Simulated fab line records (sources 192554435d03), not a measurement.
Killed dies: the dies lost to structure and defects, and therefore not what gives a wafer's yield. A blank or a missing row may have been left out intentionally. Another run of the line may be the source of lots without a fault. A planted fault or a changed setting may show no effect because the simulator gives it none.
Which of the tools did it? -- flow n5Finfet -- 72 wafers from 24 lots sampled at 6 of the route's 1938 steps

== WHAT THE GAUGES READ, wafer by wafer ==
N5_BEOL_M4_CD_MEAS_11: target cd 16.79 nm. Usual: cdNm reads 16.78 nm (standard deviation 0.23).
lot,measured,on,cdNm (nm),flag
L074,day 7 19:56,cdSem-01,16.47 16.45 16.80,
L075,day 7 21:21,cdSem-03,16.85 16.86 17.14,
L076,day 8 04:18,cdSem-02,16.74 17.12 16.96,
L079,day 8 09:25,cdSem-02,16.78 16.64 16.70,
L077,day 8 11:04,cdSem-02,16.53 16.71 16.79,
L078,day 10 22:08,cdSem-02,16.60 16.89 16.87,
L080,day 9 11:57,cdSem-01,17.13 16.97 16.79,
L081,day 9 12:43,cdSem-02,16.54 16.90 16.59,
L082,day 10 07:21,cdSem-03,16.50 16.80 16.65,
L083,day 11 03:14,cdSem-03,16.90 16.79 16.88,
L084,day 11 10:44,cdSem-01,16.79 16.70 16.99,
L087,day 11 17:25,cdSem-02,16.74 16.97 17.21,
L086,day 11 21:12,cdSem-02,16.97 16.89 16.46,
L085,day 12 05:52,cdSem-01,16.84 16.85 16.73,
L089,day 12 07:11,cdSem-02,16.47 16.74 16.70,
L088,day 12 11:44,cdSem-03,16.69 16.61 16.33,
L090,day 12 13:31,cdSem-03,16.81 17.13 16.84,
L092,day 12 14:55,cdSem-02,17.03 16.86 16.96,
L093,day 13 00:22,cdSem-01,16.71 16.84 16.62,
L091,day 13 03:04,cdSem-01,16.40 17.08 16.71,
L095,day 13 05:24,cdSem-03,16.67 17.04 16.61,
L094,day 13 18:23,cdSem-01,16.73 16.60 16.97,
L096,day 13 18:56,cdSem-01,16.57 16.25 16.83,
L097,day 13 19:19,cdSem-03,16.97 16.97 16.81,

N5_BEOL_M4_CD_MEAS_18: pitch 36 nm, target cd 18 nm. Usual: cdNm reads 17.92 nm (standard deviation 0.27).
lot,measured,on,cdNm (nm),flag
L074,day 7 20:29,cdSem-03,17.69 17.84 18.49,
L075,day 7 21:55,cdSem-01,17.83 18.11 17.81,
L076,day 8 04:52,cdSem-03,17.72 17.73 17.64,
L079,day 8 10:01,cdSem-03,17.94 17.90 17.53,
L077,day 8 11:37,cdSem-02,18.08 17.62 18.04,
L078,day 10 22:42,cdSem-03,17.63 18.22 17.54,
L080,day 9 12:33,cdSem-01,18.32 18.31 18.72,
L081,day 9 13:16,cdSem-03,18.11 17.72 17.96,
L082,day 10 07:58,cdSem-01,17.81 17.98 17.69,
L083,day 11 04:04,cdSem-02,17.98 17.98 17.68,
L084,day 11 11:17,cdSem-02,17.81 17.83 17.37,
L087,day 11 18:03,cdSem-01,18.23 17.76 17.54,
L086,day 11 21:46,cdSem-03,18.13 17.68 17.41,
L085,day 12 06:31,cdSem-01,17.40 17.79 17.61,
L089,day 12 07:48,cdSem-03,17.96 18.18 18.29,
L088,day 12 12:23,cdSem-03,17.79 17.73 18.14,
L090,day 12 14:04,cdSem-03,17.61 18.53 18.44,
L092,day 12 15:35,cdSem-02,17.91 18.33 18.29,
L093,day 13 01:01,cdSem-03,17.70 17.74 17.57,
L091,day 13 04:23,cdSem-01,17.84 18.10 17.64,
L095,day 13 06:04,cdSem-03,17.91 18.59 17.83,
L094,day 13 18:57,cdSem-02,18.07 18.10 18.19,
L096,day 13 19:30,cdSem-01,18.01 17.51 17.79,
L097,day 13 20:04,cdSem-01,18.05 17.81 17.77,

== WHAT TOOL EACH LOT RAN ON (gives the tool, then ch and the chambers of the sampled wafers, and finally the start) ==
lot,N5_BEOL_M3_ANNEAL_89,N5_BEOL_M3_PRE_CLEAN_60,N5_BEOL_M3_DEP_57,N5_BEOL_M4_HM_OPEN_17
L074,"pvdSputter-02, day 7 16:55","cvdCo-01 ch 1,2, day 7 18:32","pecvd-03 ch 1,2, day 7 18:43","rieMetal-02 ch 0, day 7 20:19"
L075,"pvdSputter-01, day 7 17:26","cvdCo-02 ch 1,2, day 7 19:04","pecvd-04 ch 0,1, day 7 19:13","rieMetal-01 ch 0,1, day 7 21:44"
L076,"pvdSputter-02, day 8 00:44","cvdCo-01 ch 0,1, day 8 02:23","pecvd-03 ch 0,1,2, day 8 02:33","rieMetal-03 ch 0, day 8 04:41"
L079,"pvdSputter-02, day 8 06:20","cvdCo-02 ch 0,2, day 8 08:05","pecvd-01 ch 0,1, day 8 08:16","rieMetal-01 ch 0,1, day 8 09:47"
L077,"pvdSputter-03, day 8 08:02","cvdCo-01 ch 0,1,2, day 8 09:40","pecvd-04 ch 0,1, day 8 09:49","rieMetal-01 ch 0,1, day 8 11:26"
L078,"pvdSputter-01, day 8 11:52","cvdCo-01 ch 0,1,2, day 10 21:07","pecvd-01 ch 0,1, day 10 21:17","rieMetal-02 ch 0,1, day 10 22:30"
L080,"pvdSputter-03, day 9 08:05","cvdCo-01 ch 0,2, day 9 09:43","pecvd-04 ch 0,1, day 9 09:52","rieMetal-03 ch 0,1, day 9 12:22"
L081,"pvdSputter-03, day 9 09:56","cvdCo-02 ch 0,1,2, day 9 11:35","pecvd-04 ch 0,1,2, day 9 11:44","rieMetal-03 ch 0,1, day 9 13:07"
L082,"pvdSputter-02, day 10 04:25","cvdCo-01 ch 0,1, day 10 06:02","pecvd-04 ch 0,1,2, day 10 06:15","rieMetal-02 ch 0,1, day 10 07:47"
L083,"pvdSputter-02, day 10 22:40","cvdCo-01 ch 0,1,2, day 11 00:17","pecvd-04 ch 0,1,2, day 11 00:26","rieMetal-02 ch 0,1, day 11 03:53"
L084,"pvdSputter-02, day 11 07:35","cvdCo-01 ch 1,2, day 11 09:19","pecvd-01 ch 0,1, day 11 09:28","rieMetal-02 ch 0,1, day 11 11:07"
L087,"pvdSputter-03, day 11 14:25","cvdCo-01 ch 1,2, day 11 16:02","pecvd-03 ch 0,2, day 11 16:12","rieMetal-02 ch 0,1, day 11 17:48"
L086,"pvdSputter-02, day 11 18:05","cvdCo-02 ch 0,1,2, day 11 19:43","pecvd-03 ch 0,2, day 11 19:52","rieMetal-02 ch 0,1, day 11 21:35"
L085,"pvdSputter-02, day 12 00:55","cvdCo-01 ch 0,2, day 12 02:35","pecvd-03 ch 0,1, day 12 02:44","rieMetal-03 ch 0,1, day 12 06:14"
L089,"pvdSputter-01, day 12 03:56","cvdCo-02 ch 0,1,2, day 12 05:34","pecvd-03 ch 0,2, day 12 05:43","rieMetal-01 ch 1, day 12 07:34"
L088,"pvdSputter-01, day 12 08:37","cvdCo-01 ch 1,2, day 12 10:23","pecvd-01 ch 0,1, day 12 10:32","rieMetal-01 ch 1, day 12 12:11"
L090,"pvdSputter-02, day 12 08:46","cvdCo-02 ch 0,1, day 12 10:37","pecvd-03 ch 0,1,2, day 12 10:46","rieMetal-03 ch 1, day 12 13:53"
L092,"pvdSputter-02, day 12 12:14","cvdCo-01 ch 0,1,2, day 12 13:52","pecvd-04 ch 1,2, day 12 14:01","rieMetal-01 ch 1, day 12 15:22"
L093,"pvdSputter-02, day 12 21:05","cvdCo-02 ch 0,2, day 12 22:53","pecvd-03 ch 1,2, day 12 23:03","rieMetal-01 ch 1, day 13 00:44"
L091,"pvdSputter-01, day 12 22:08","cvdCo-02 ch 0,2, day 12 23:46","pecvd-03 ch 0,1,2, day 12 23:55","rieMetal-01 ch 1, day 13 04:07"
L095,"pvdSputter-02, day 13 01:46","cvdCo-02 ch 0,1,2, day 13 03:24","pecvd-04 ch 1,2, day 13 03:33","rieMetal-02 ch 0,1, day 13 05:53"
L094,"pvdSputter-01, day 13 12:19","cvdCo-02 ch 0,2, day 13 13:57","pecvd-03 ch 1,2, day 13 14:06","rieMetal-02 ch 0,1, day 13 18:46"
L096,"pvdSputter-03, day 13 12:49","cvdCo-01 ch 0,1,2, day 13 14:36","pecvd-03 ch 0,1,2, day 13 14:45","rieMetal-03 ch 0,1, day 13 19:20"
L097,"pvdSputter-01, day 13 15:24","cvdCo-01 ch 0,1, day 13 17:01","pecvd-03 ch 0,1,2, day 13 17:11","rieMetal-03 ch 0,1, day 13 19:53"
- N5_BEOL_M3_ANNEAL_89: time 240 s.
- N5_BEOL_M3_PRE_CLEAN_60: time 15 s.
- N5_BEOL_M3_DEP_57: deposits SiCN from 3MS/NH3, target thk 8 nm, time 14 s.
- N5_BEOL_M4_HM_OPEN_17: chemistry Cl2/BCl3, target TiN, target depth 20 nm, overetch 6 nm.

== WHAT THE TOOLS THEMSELVES READ (means of the sampled wafers that have a number; where no wafer has one, the mark that the record gives instead) ==
N5_BEOL_M3_ANNEAL_89. Usual: heaterPowerW reads 819 W (standard deviation 69).
lot,tool,heaterPowerW (W),flag
L074,pvdSputter-02,779,
L075,pvdSputter-01,820,
L076,pvdSputter-02,845,
L079,pvdSputter-02,866,
L077,pvdSputter-03,812,
L078,pvdSputter-01,826,
L080,pvdSputter-03,806,
L081,pvdSputter-03,820,
L082,pvdSputter-02,791,
L083,pvdSputter-02,865,
L084,pvdSputter-02,820,
L087,pvdSputter-03,839,
L086,pvdSputter-02,815,
L085,pvdSputter-02,731,
L089,pvdSputter-01,775,
L088,pvdSputter-01,842,
L090,pvdSputter-02,819,
L092,pvdSputter-02,846,
L093,pvdSputter-02,870,
L091,pvdSputter-01,827,
L095,pvdSputter-02,836,
L094,pvdSputter-01,838,
L096,pvdSputter-03,807,
L097,pvdSputter-01,833,

N5_BEOL_M3_PRE_CLEAN_60. Usual: heaterPowerW reads 78 W (standard deviation 16).
lot,tool,heaterPowerW (W),flag
L074,cvdCo-01,94,
L075,cvdCo-02,75,
L076,cvdCo-01,76,
L079,cvdCo-02,64,
L077,cvdCo-01,84,
L078,cvdCo-01,84,
L080,cvdCo-01,82,
L081,cvdCo-02,70,
L082,cvdCo-01,87,
L083,cvdCo-01,86,
L084,cvdCo-01,94,
L087,cvdCo-01,93,
L086,cvdCo-02,71,
L085,cvdCo-01,83,
L089,cvdCo-02,71,
L088,cvdCo-01,93,
L090,cvdCo-02,59,
L092,cvdCo-01,85,
L093,cvdCo-02,64,
L091,cvdCo-02,75,
L095,cvdCo-02,70,
L094,cvdCo-02,75,
L096,cvdCo-01,84,
L097,cvdCo-01,77,

N5_BEOL_M3_DEP_57. Usual: showerheadPlenumPTorr 3.665 Torr, standard deviation 0.0066; throttleValvePct 9.2 %, standard deviation 0.36.
lot,tool,showerheadPlenumPTorr (Torr),throttleValvePct (%),flag
L074,pecvd-03,3.666,9.0,
L075,pecvd-04,3.661,9.1,
L076,pecvd-03,3.664,9.1,
L079,pecvd-01,3.668,9.7,
L077,pecvd-04,3.661,9.2,
L078,pecvd-01,3.670,9.7,
L080,pecvd-04,3.665,9.1,
L081,pecvd-04,3.663,9.2,
L082,pecvd-04,3.655,9.0,
L083,pecvd-04,3.659,9.0,
L084,pecvd-01,3.667,9.9,
L087,pecvd-03,3.669,9.1,
L086,pecvd-03,3.670,9.0,
L085,pecvd-03,3.664,9.2,
L089,pecvd-03,3.667,9.1,
L088,pecvd-01,3.666,9.8,
L090,pecvd-03,3.674,9.3,
L092,pecvd-04,3.661,9.2,
L093,pecvd-03,3.667,9.2,
L091,pecvd-03,3.668,9.2,
L095,pecvd-04,3.661,9.1,
L094,pecvd-03,3.667,9.2,
L096,pecvd-03,3.668,9.1,
L097,pecvd-03,3.660,9.2,

N5_BEOL_M4_HM_OPEN_17. Usual: drypumpMotorCurrentA 5.88 A, standard deviation 0.21; mfcArSccm 24.99 sccm, standard deviation 0.07; oesProductAu 0.66 a.u., standard deviation 0.082; throttleValvePct 22.17 %, standard deviation 0.12.
lot,tool,drypumpMotorCurrentA (A),mfcArSccm (sccm),oesProductAu (a.u.),throttleValvePct (%),flag
L074,rieMetal-02,5.98,24.97,0.76,22.15,
L075,rieMetal-01,6.00,24.98,0.56,22.18,
L076,rieMetal-03,6.06,25.08,0.74,22.34,
L079,rieMetal-01,6.15,24.93,0.57,22.15,
L077,rieMetal-01,6.16,25.03,0.57,22.14,
L078,rieMetal-02,5.82,24.98,0.73,22.15,
L080,rieMetal-03,6.00,25.02,0.74,22.20,
L081,rieMetal-03,5.99,25.02,0.73,22.19,
L082,rieMetal-02,5.83,25.00,0.73,22.15,
L083,rieMetal-02,5.84,25.02,0.72,22.15,
L084,rieMetal-02,5.67,24.97,0.70,22.15,
L087,rieMetal-02,5.67,24.97,0.71,22.16,
L086,rieMetal-02,5.83,24.95,0.71,22.17,
L085,rieMetal-03,6.00,25.02,0.72,22.21,
L089,rieMetal-01,5.87,24.97,0.54,22.24,
L088,rieMetal-01,5.87,24.96,0.55,22.24,
L090,rieMetal-03,5.81,24.94,0.73,21.93,
L092,rieMetal-01,5.89,25.05,0.54,22.23,
L093,rieMetal-01,5.88,24.84,0.54,22.24,
L091,rieMetal-01,5.88,25.00,0.54,22.25,
L095,rieMetal-02,5.67,24.97,0.70,22.16,
L094,rieMetal-02,5.68,25.06,0.69,22.17,
L096,rieMetal-03,5.97,25.05,0.71,22.23,
L097,rieMetal-03,5.97,24.98,0.71,22.22,

== THE ANSWER, worked out from the rows above alone ==
Rule: take the mean of a lot's wafers that have a number; if it is more than 3 standard deviations from the usual mean, the lot is off. Also off: a lot with no number at a reading for which 4 or more lots have one. The other lots that the step has rows for count as sound. First the gauges in route order, then the tools' own readings, where a lot's mean is used as printed above. The first step at which some lot is off is used, and at that step the reading that is off furthest; a lot without a number counts as furthest.
None of the lots is off at any reading shown; this tells nothing.

== WHAT THE SIMULATOR HAD INSERTED ==
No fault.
